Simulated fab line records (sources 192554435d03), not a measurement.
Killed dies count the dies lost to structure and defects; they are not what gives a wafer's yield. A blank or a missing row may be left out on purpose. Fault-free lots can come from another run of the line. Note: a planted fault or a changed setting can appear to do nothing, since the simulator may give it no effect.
fab line records | flow n5_finfet
[record] lots = 5 | wafers = 15 | last_day = 18
route steps=1938 shown BEOL_M2@919 BEOL_M3@931 BEOL_M4@1111
lots with no fault: from the same line, run without faults
start_h: hours from the record's first day to the start of the lot's first wafer shown | wait_h: hours elapsed since this lot's preceding step | " the same as in the row above | L1.1+2: several wafers, shown together as one row | - no value, or no start given | * or withheld: withheld | < > ~ a bound
route shown NAME@n: a module of which the file shows steps, and the number in the route of the first | usual: average and standard deviation across the fault-free wafers | same: alike in all rows | chamber/n: place in a boat | sites: the reading at each site | _std_site: the standard deviation of these | _edge_site: mean of outer sites minus mean of inner sites | radius_mm: how far each site lies from the wafer's centre | mask NAME#n: copy n | behind: the tool/chamber that last shaped the wafer | hold: what put the lot on hold/how long, in hours/how the hold closed | device: the n, p or np transistor that did not switch | end of line: tests of these same wafers at the route's end | where a step has no rows: the recipe by itself | killed: count of dies lost to structure and defects at first sort (not the wafer's yield) | map: shows each die of a wafer: x if killed, . if not, _ if none is there
set.NAME: the setting the step ran with; set.NAME@STEP: the setting that earlier step ran with | model.NAME: the simulator's own value behind a step, which no gauge read
lots at selected steps of the route; one table per step, one row per wafer
services: the hour from which a tool's chamber was out of use, counted from the record's first day as start_h (under 0 if before that day), plus the number of hours and why
[[steps]]
[step N5_BEOL_M2_ANNEAL_95]
[recipe] temp_c = 400 | time_s = 240 | ambient = vacuum
[step N5_BEOL_M2_SPUTTER_96]
[recipe] material = Cu | target_thk_a = 45 | temp_c = -20 | chamber_pressure_pa = 0.07 | power_w = withheld | time_s = 8.29
[step N5_BEOL_M2_ECD_50]
[recipe] material = Cu | target_thk_a = 3000
[step N5_BEOL_M2_ANNEAL_51]
[recipe] temp_c = 225 | time_s = 90 | ambient = N2
[step N5_BEOL_M2_CMP_52]
[recipe] stop_on = SiOC | t_overpolish_s = 6.8 | down_force_psi = 1 | platen_rpm = 50 | clearing_platen_down_force_psi = 1.5 | clearing_platen_rpm = 50 | post_cmp_clean = cu_alkaline | target_thk_nm = 40 | clearing_platen_pad_velocity_m_s = 0.99484 | pad_velocity_m_s = 0.99484
[step N5_BEOL_M2_PRE_CLEAN_60]
[recipe] gas = NH3/H2 | time_s = 15 | temp_c = * | rf_power_w = 300
[step N5_BEOL_M2_CO_CAP_55]
[recipe] material = Co | target_thk_a = 20 | temp_c = 200 | precursor = CCTBA/H2 | pressure_torr = 30 | time_s = 102.1
[step N5_BEOL_M2_PRE_CLEAN_56]
[recipe] gas = NH3 | time_s = 15 | temp_c = withheld | rf_power_w = 300
[step N5_BEOL_M2_DEP_57]
[recipe] material = SiCN | target_thk_a = 80 | temp_c = withheld | precursor = 3MS/NH3 | pressure_torr = 3 | rf_w = 202 | time_s = 14
[step N5_BEOL_M3_ILD_DEP_00]
[recipe] material = SiOC | target_thk_a = 790 | temp_c = 350 | precursor = DEMS/O2 | pressure_torr = 5 | rf_w = 500 | time_s = 15.3
[usual] heater_power_w = 548/130 | showerhead_plenum_p_Torr = 5.700/0.019 | throttle_valve_pct = 11.8/0.77
lot.wafer | tool     | chamber | start_h | wait_h | heater_power_w | showerhead_plenum_p_Torr | throttle_valve_pct | model.SiOC_of_BEOL_M3_ILD_DEP_00.thk_nm
L228.2    | pecvd-02 | 0       | 190.44  | 0.0    | 516            | 5.679                    | 11.2               | 78.2
L228.3    | "        | 2       | "       | "      | 692            | 5.685                    | 13.0               | 79.4
L228.5    | "        | 2       | "       | "      | 691            | 5.676                    | 13.3               | 78.6
L235.1    | pecvd-02 | 1       | 255.93  | 0.0    | 490            | 5.702                    | 12.1               | 78
L235.2    | "        | 0       | "       | "      | 611            | 5.664                    | 11.2               | 79.6
L235.4    | "        | 2       | "       | "      | 711            | 5.659                    | 11.8               | 93.4
L237.2    | pecvd-02 | 1       | 260.77  | 0.0    | 388            | 5.707                    | 12.2               | 79.4
L237.4    | "        | 0       | "       | "      | 578            | 5.655                    | 11.3               | 80.4
L237.5    | "        | 2       | "       | "      | 720            | 5.677                    | 11.8               | 93.2
L239.1    | pecvd-02 | 2       | 267.72  | 0.0    | 719            | 5.674                    | 11.7               | 91.4
L239.4    | "        | 1       | "       | "      | 390            | 5.696                    | 11.9               | 80
L239.5    | "        | 2       | "       | "      | 731            | 5.675                    | 11.7               | 92
L242.1    | pecvd-01 | 0       | 279.36  | 0.0    | 476            | 5.723                    | 11.4               | 77
L242.3    | "        | 2       | "       | "      | 720            | 5.700                    | 11.3               | 79.6
L242.6    | "        | 0       | "       | "      | 475            | 5.715                    | 11.5               | 79.2
[step N5_BEOL_M3_THK_MEAS_01]
[recipe] reads = SiOC_of_BEOL_M3_ILD_DEP_00
[usual] M3_ILD_THK = 79.4/0.95
lot.wafer | tool          | chamber | start_h | wait_h | M3_ILD_THK[nm]
L228.2    | film_metro-02 | -       | 190.51  | 0.1    | 78.2
L228.3    | "             | -       | "       | "      | 79.3
L228.5    | "             | -       | "       | "      | 78.7
L235.1    | film_metro-02 | -       | 256.00  | 0.0    | 77.9
L235.2    | "             | -       | "       | "      | 79.6
L235.4    | "             | -       | "       | "      | 93.4
L237.2    | film_metro-02 | -       | 260.84  | 0.1    | 79.4
L237.4    | "             | -       | "       | "      | 80.5
L237.5    | "             | -       | "       | "      | 93.3
L239.1    | film_metro-02 | -       | 267.78  | 0.0    | 91.4
L239.4    | "             | -       | "       | "      | 79.9
L239.5    | "             | -       | "       | "      | 92.0
L242.1    | film_metro-02 | -       | 279.43  | 0.0    | 77.0
L242.3    | "             | -       | "       | "      | 79.6
L242.6    | "             | -       | "       | "      | 79.2
[step N5_BEOL_M3_PECVD_72]
[recipe] material = SiO2 | target_thk_a = 160 | temp_c = 400 | precursor = TEOS/O2 | pressure_torr = 5.5 | rf_w = 450 | teos_flow_sccm = 53.8 | gas = O2 | flow_sccm = 3000 | time_s = 18
[step N5_BEOL_M3_HM_DEP_02]
[recipe] material = TiN | target_thk_a = 200 | temp_c = 25 | chamber_pressure_pa = 0.49996
[step N5_BEOL_M3_COAT_61]
[recipe] resist = SOC | temp_c = 250 | time_s = 60 | spin_rpm = 1500 | resist_thk_nm = 60
[step N5_BEOL_M3_COAT_62]
[recipe] resist = SiARC | temp_c = 220 | time_s = 60 | spin_rpm = 1500 | resist_thk_nm = 12
[step N5_BEOL_M3_COAT_73]
[recipe] resist = underlayer | temp_c = 205 | time_s = 60 | spin_rpm = 1500 | resist_thk_nm = 5
[step N5_BEOL_M3_COAT_05]
[recipe] resist = CAR-EUV | spin_rpm = 1500 | resist_thk_nm = 30
[step N5_BEOL_M3_EBR_07]
[recipe] solvent = PGMEA | ebr_width_mm = 1.5
[step N5_BEOL_M3_SOFTBAKE_06]
[recipe] temp_c = 110 | time_s = 60 | resist = CAR-EUV
[step N5_BEOL_M3_EXPOSE_08]
[recipe] mask_id = M3 | na = 0.33 | source_shape = dipole | sigma_inner = 0.369 | sigma_outer = 0.767 | polarization = unpolarized | dose_mj = 33
[step N5_BEOL_M3_PEB_09]
[recipe] peb_temp_c = 100 | peb_time_s = 60 | resist = CAR-EUV
[step N5_BEOL_M3_DEVELOP_10]
[recipe] develop_time_s = 30 | developer = TMAH | resist = CAR-EUV | rinse_liquid = surfactant_rinse | dry = air_spin | dev_temp_c = 23
[step N5_BEOL_M3_DESCUM_16]
[recipe] chemistry = O2 | time_s = 7 | source_power_w = 50 | bias_power_w = 20 | pressure_mtorr = 20 | rf_frequency_hz = 2.712e+07 | temp_c = 40 | resist = CAR-EUV | o2_flow_sccm = 225
[step N5_BEOL_M3_ETCH_74]
[recipe] chemistry = N2/H2 | target = underlayer | target_depth_a = 65 | mask_material = CAR-EUV | time_s = 5.2 | ion_energy_ev = 200 | pressure_mtorr = 30 | source_w = 840 | bias_w = 150 | n2_flow_sccm = 200 | h2_flow_sccm = 200 | ends = cleared
[step N5_BEOL_M3_ETCH_63]
[recipe] chemistry = CF4 | target = SiARC | target_depth_a = 156 | mask_material = CAR-EUV | time_s = 26 | ion_energy_ev = 80 | pressure_mtorr = 40 | source_w = 545 | bias_w = 36 | Ar_flow_sccm = 100 | cf4_flow_sccm = 100 | ends = cleared
[step N5_BEOL_M3_ETCH_64]
[recipe] chemistry = N2/H2 | target = SOC | target_depth_a = 750 | overetch_a = 150 | mask_material = SiARC | temp_c = 40 | time_s = 112.5 | ion_energy_ev = 200 | pressure_mtorr = 30 | source_w = 840 | bias_w = 150 | n2_flow_sccm = 200 | h2_flow_sccm = 200
[step N5_BEOL_M3_STRIP_65]
[recipe] chemistry = N2/H2 | temp_c = 40 | n2_flow_sccm = 200 | h2_flow_sccm = 200 | rf_frequency_hz = 6e+07
[step N5_BEOL_M3_STRIP_75]
[recipe] chemistry = N2/H2 | temp_c = 40 | n2_flow_sccm = 200 | h2_flow_sccm = 200 | rf_frequency_hz = 6e+07
[step N5_BEOL_M3_STRIP_66]
[recipe] chemistry = CF4 | resist = SiARC | power_w = 300 | bias_power_w = 75 | pressure_mtorr = 50 | cf4_flow_sccm = 150 | rf_frequency_hz = 6e+07
[step N5_BEOL_M3_HM_OPEN_17]
[recipe] chemistry = Cl2/BCl3 | target_depth_a = 200 | overetch_a = 60 | target = TiN | mask_material = SOC | ion_energy_ev = 150 | pressure_mtorr = 10 | icp_w = 1000 | bias_w = 126 | Cl2_flow_sccm = 53.25 | bcl3_flow_sccm = 21.75 | Ar_flow_sccm = 25
[step N5_BEOL_M3_STRIP_19]
[recipe] chemistry = O2 | power_w = 400 | temp_c = 40 | pressure_mtorr = 30 | rf_frequency_hz = 6e+07 | bias_power_w = 0 | overash_fraction = 0.2 | o2_flow_sccm = 225
[step N5_BEOL_M3_COAT_67]
[recipe] resist = SOC | temp_c = 250 | time_s = 60 | spin_rpm = 1500 | resist_thk_nm = 60
[step N5_BEOL_M3_COAT_68]
[recipe] resist = SiARC | temp_c = 220 | time_s = 60 | spin_rpm = 1500 | resist_thk_nm = 12
[step N5_BEOL_M3_COAT_76]
[recipe] resist = underlayer | temp_c = 205 | time_s = 60 | spin_rpm = 1500 | resist_thk_nm = 5
[step N5_BEOL_M3_COAT_22]
[recipe] resist = CAR-EUV | spin_rpm = 1500 | resist_thk_nm = 30
[step N5_BEOL_M3_CMP_52]
[recipe] stop_on = SiOC | t_overpolish_s = 6.8 | down_force_psi = 1 | platen_rpm = 50 | clearing_platen_down_force_psi = 1.5 | clearing_platen_rpm = 50 | post_cmp_clean = cu_alkaline | target_thk_nm = 40 | clearing_platen_pad_velocity_m_s = 0.99484 | pad_velocity_m_s = 0.99484
[usual] motor_current_A = 6.0/0.68 | retaining_ring_pressure_frac = 1.001/0.0049
lot.wafer | tool   | chamber | start_h | wait_h | motor_current_A | retaining_ring_pressure_frac | model.Cu_of_BEOL_M3_ECD_50.thk_nm | model.SiOC_of_BEOL_M3_ILD_DEP_00.thk_nm
L228.2    | cmp-01 | 0       | 211.72  | 0.5    | 5.2             | 0.997                        | 37.6                              | 75.2
L228.3    | "      | 1       | "       | "      | 5.1             | 0.997                        | 40.2                              | 76.4
L228.5    | "      | 2       | "       | "      | 5.9             | 1.004                        | 39.6                              | 75.6
L235.4    | cmp-01 | 2       | 267.01  | 0.2    | 5.7             | 1.002                        | 54.4                              | 90.4
L235.1    | "      | 3       | "       | "      | 6.9             | 1.011                        | 39.8                              | 75
L235.2    | "      | 0       | "       | "      | 5.2             | 0.997                        | 38.4                              | 76.6
L237.4    | cmp-04 | 2       | 279.60  | 0.2    | 6.4             | 1.005                        | 40.8                              | 77.4
L237.2    | "      | 3       | "       | "      | 5.8             | 1.001                        | 40.6                              | 76.4
L237.5    | "      | 0       | "       | "      | 7.1             | 0.994                        | 51.2                              | 90.2
L239.1    | cmp-02 | 2       | 287.73  | 0.3    | 5.5             | 1.002                        | 51.2                              | 88.4
L239.4    | "      | 3       | "       | "      | 5.9             | 0.996                        | 42                                | 77
L239.5    | "      | 0       | "       | "      | 5.1             | 1.007                        | 53.8                              | 89
L242.1    | cmp-02 | 3       | 296.93  | 0.5    | 5.5             | 0.998                        | 36.2                              | 74
L242.3    | "      | 0       | "       | "      | 5.2             | 1.000                        | 38.2                              | 76.6
L242.6    | "      | 2       | "       | "      | 5.6             | 1.000                        | 38                                | 76.2
[step N5_BEOL_M4_RC_MEAS_101]
[usual] DIBL_N = 36.0/2.2 | DIBL_P = 36.2/2.4 | IOFF_N = 0.16/0.035 | IOFF_P = 0.21/0.037 | ION_N = 672/13 | ION_P = 461/7 | SS_N = 71.4/0.69 | SS_P = 73.2/0.75 | VT_N = 250/3.4 | VT_P = -251/3
lot.wafer | tool      | chamber | start_h | wait_h | DIBL_N[mV/V] | DIBL_P[mV/V] | IOFF_N[nA/um] | IOFF_P[nA/um] | ION_N[uA/um] | ION_P[uA/um] | SS_N[mV/dec] | SS_P[mV/dec] | VT_N[mV] | VT_P[mV]
L228.2    | prober-02 | 0       | 235.85  | 0.2    | 37.9         | 39.0         | 0.19          | 0.27          | 677          | 463          | 71.8         | 74.1         | 246      | -249
L228.3    | "         | 0       | "       | "      | 34.0         | 33.4         | 0.13          | 0.17          | 679          | 462          | 69.7         | 72.4         | 249      | -250
L228.5    | "         | 0       | "       | "      | 38.6         | 39.8         | 0.23          | 0.29          | 692          | 477          | 71.1         | 74.2         | 241      | -245
L235.1    | prober-02 | 0       | 302.11  | 0.0    | 34.2         | 34.2         | 0.13          | 0.17          | 652          | 448          | 71.5         | 73.1         | 256      | -253
L235.2    | "         | 0       | "       | "      | 35.6         | 36.1         | 0.14          | 0.20          | 653          | 454          | 71.3         | 73.6         | 252      | -253
L235.4    | "         | 0       | "       | "      | 35.8         | 36.4         | 0.15          | 0.20          | 672          | 458          | 71.1         | 73.3         | 252      | -253
L237.2    | prober-02 | 0       | 304.09  | 0.2    | 37.9         | 37.9         | 0.20          | 0.23          | 682          | 456          | 72.3         | 73.2         | 247      | -250
L237.4    | "         | 0       | "       | "      | 34.1         | 35.1         | 0.13          | 0.17          | 663          | 456          | 70.9         | 72.7         | 251      | -255
L237.5    | "         | 0       | "       | "      | 33.5         | 32.2         | 0.11          | 0.15          | 655          | 451          | 71.3         | 72.3         | 255      | -254
L239.1    | prober-01 | 0       | 304.60  | 0.0    | 34.6         | 33.0         | 0.12          | 0.17          | 667          | 457          | 70.9         | 73.0         | 254      | -252
L239.4    | "         | 0       | "       | "      | 38.7         | 38.7         | 0.21          | 0.26          | 688          | 470          | 71.4         | 74.3         | 244      | -249
L239.5    | "         | 0       | "       | "      | 36.1         | 36.4         | 0.15          | 0.22          | 680          | 468          | 70.7         | 73.1         | 249      | -249
L242.1    | prober-02 | 0       | 333.77  | 0.0    | 37.3         | 34.7         | 0.16          | 0.23          | 680          | 469          | 71.4         | 72.3         | 247      | -246
L242.3    | "         | 0       | "       | "      | 38.3         | 36.8         | 0.18          | 0.26          | 691          | 480          | 71.2         | 74.1         | 248      | -245
L242.6    | "         | 0       | "       | "      | 37.3         | 34.7         | 0.16          | 0.22          | 675          | 466          | 71.4         | 72.6         | 250      | -246
[[services]]
tool     | chamber | start_h | hours | kind
cmp-01   | -       | 170.14  | -     | consumable_replace:conditioner
cmp-01   | -       | 170.14  | -     | consumable_replace:pad
pecvd-01 | -       | 188.11  | 1.8   | repair
pecvd-02 | 0       | 192.78  | 19.7  | repair
cmp-02   | -       | 205.60  | 1.3   | repair
pecvd-01 | 0       | 206.51  | 20.5  | repair
cmp-04   | -       | 209.07  | 7.8   | pm
cmp-02   | -       | 209.24  | 0.8   | repair
pecvd-02 | 2       | 212.45  | -     | clean
pecvd-02 | 2       | 212.45  | -     | consumable_replace:showerhead
pecvd-02 | 2       | 212.45  | 29.0  | scheduled_down
pecvd-02 | 2       | 212.45  | 29.0  | vent_cycle
pecvd-01 | 2       | 217.49  | 2.1   | scheduled_down
cmp-04   | -       | 223.01  | 2.0   | repair
cmp-02   | -       | 235.91  | 4.0   | pm
cmp-02   | -       | 239.91  | -     | consumable_replace:conditioner
cmp-02   | -       | 239.91  | -     | consumable_replace:pad
cmp-04   | -       | 247.92  | 6.8   | repair
cmp-04   | -       | 255.67  | 2.2   | repair
cmp-02   | -       | 264.02  | 0.6   | repair
cmp-02   | -       | 266.06  | 5.0   | pm
cmp-01   | -       | 268.06  | 1.7   | repair
cmp-01   | -       | 271.17  | 4.0   | pm
cmp-02   | -       | 274.28  | 1.9   | repair
[[key]]
[first_sign] step = N5_BEOL_M3_THK_MEAS_01 | reading = M3_ILD_THK | direction = up | sigmas = 14 | usual = 79.4 | struck = 92.5
effect none on later readings
[model_effect] step = N5_BEOL_M3_ILD_DEP_00 | value = SiOC_of_BEOL_M3_ILD_DEP_00.thk_nm | without = 78.95 | struck = 92.5
[model_effect] step = N5_BEOL_M3_CMP_52 | value = Cu_of_BEOL_M3_ECD_50.thk_nm | without = 39.1 | struck = 52.65
met_at N5_BEOL_M3_ILD_DEP_00
struck_wafers L235.4,L237.5,L239.1,L239.5
onset_between 190.44 255.93
[fault] kind = process_parameter_drift | tool = pecvd-02 | chamber = 2 | onset_h = 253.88 | steps = N5_BEOL_M3_ILD_DEP_00 | channel = target_thk_a | offset = * | shape = step | end_h = 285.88 | acts_in = * | stated = *
